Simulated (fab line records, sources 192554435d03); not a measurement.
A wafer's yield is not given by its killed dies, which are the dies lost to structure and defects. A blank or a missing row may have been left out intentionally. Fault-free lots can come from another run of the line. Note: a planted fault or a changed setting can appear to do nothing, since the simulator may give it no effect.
Chamber matching | flow n5 finfet | N5_BEOL_M5_ETCH_61 on rie diel-01: 4 sister chambers
The step etches SiARC in CF4, target depth 15.6 nm, time 26 s. 4 wafers are shown with their chamber, then 11 later ones without.

## WAFERS PAIRED WITH THEIR CHAMBERS
wafer  | chamber | drypump motor current A (A)
L086.1 | 0       | 5.2
L086.2 | 1       | 5.8
L087.2 | 2       | 6.1
L090.2 | 3       | 6.2

## WAFERS WITHOUT THEIR CHAMBER
wafer  | drypump motor current A (A)
L090.3 | 5.2
L090.4 | 5.8
L093.1 | 6.2
L093.2 | 5.2
L093.3 | 6.3
L094.4 | 6.2
L094.5 | 5.2
L094.6 | 5.8
L095.2 | 5.8
L095.4 | 5.2
L095.5 | 5.8

## EACH ONE'S CHAMBER
wafer  | from the rows above | in truth
L090.3 | 0                   | 0
L090.4 | 1                   | 1
L093.1 | 3                   | 3
L093.2 | 0                   | 0
L093.3 | 3                   | 3
L094.4 | 3                   | 3
L094.5 | 0                   | 0
L094.6 | 1                   | 1
L095.2 | 1                   | 1
L095.4 | 0                   | 0
L095.5 | 1                   | 1
Placed correctly: 11 of 11. Can't be placed from these rows: 0. Placed wrongly: 0.
How it was worked out, from the rows above alone: a wafer's distance from a chamber is the root of the sum, over the readings, of the square of ((its reading less the chamber's mean) divided by the reading's scatter). If the next closest chamber is less than 2 further off than the closest, the wafer can't be placed; otherwise it belongs to the closest. The mean given for a chamber averages the wafers shown for that chamber. The scatter: root of mean squared gap, hidden wafer to nearest shown wafer, with one shown wafer a chamber.
